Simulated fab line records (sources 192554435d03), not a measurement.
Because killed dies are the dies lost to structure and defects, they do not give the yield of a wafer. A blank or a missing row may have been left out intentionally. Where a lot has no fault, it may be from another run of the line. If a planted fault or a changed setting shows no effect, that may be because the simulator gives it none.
Matching of chambers ; flow n5_finfet ; 4 sister chambers for N5_BEOL_M0_SAQP_ETCH_84 on rie_diel-02
The step etches SOC in N2/H2, target depth 100 nm, overetch 20 nm, time 150 s. 4 wafers are shown with their chamber, then 7 later ones without.

WAFERS PAIRED WITH THEIR CHAMBERS
wafer;chamber;showerhead_plenum_p_Torr (Torr)
L084.6;0;2.40
L085.3;2;2.60
L090.1;1;2.54
L090.4;3;2.60

WAFERS WITHOUT THEIR CHAMBER
wafer;showerhead_plenum_p_Torr (Torr)
L090.5;2.60
L091.3;2.54
L091.5;2.59
L091.6;2.60
L094.1;2.59
L094.2;2.54
L094.5;2.59

EACH ONE'S CHAMBER
wafer;from the rows above;in truth
L090.5;can't be placed: 2 or 3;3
L091.3;1;1
L091.5;can't be placed: 2 or 3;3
L091.6;can't be placed: 2 or 3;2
L094.1;can't be placed: 2 or 3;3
L094.2;1;1
L094.5;can't be placed: 2 or 3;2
Placed correctly: 2 of 7. From these rows, 5 cannot be placed; in 5 the true chamber is one of the candidates. 0 placed wrongly.
How it was worked out, from the rows above alone: a wafer's distance from a chamber is the root of the sum, over the readings, of the square of ((its reading less the chamber's mean) divided by the reading's scatter). If the next closest chamber is less than 2 further off than the closest, the wafer can't be placed; otherwise it belongs to the closest. The mean given for a chamber averages the wafers shown for that chamber. The scatter: with one shown wafer a chamber, the root of the mean of the squares of how far each hidden wafer lies from its nearest shown one.
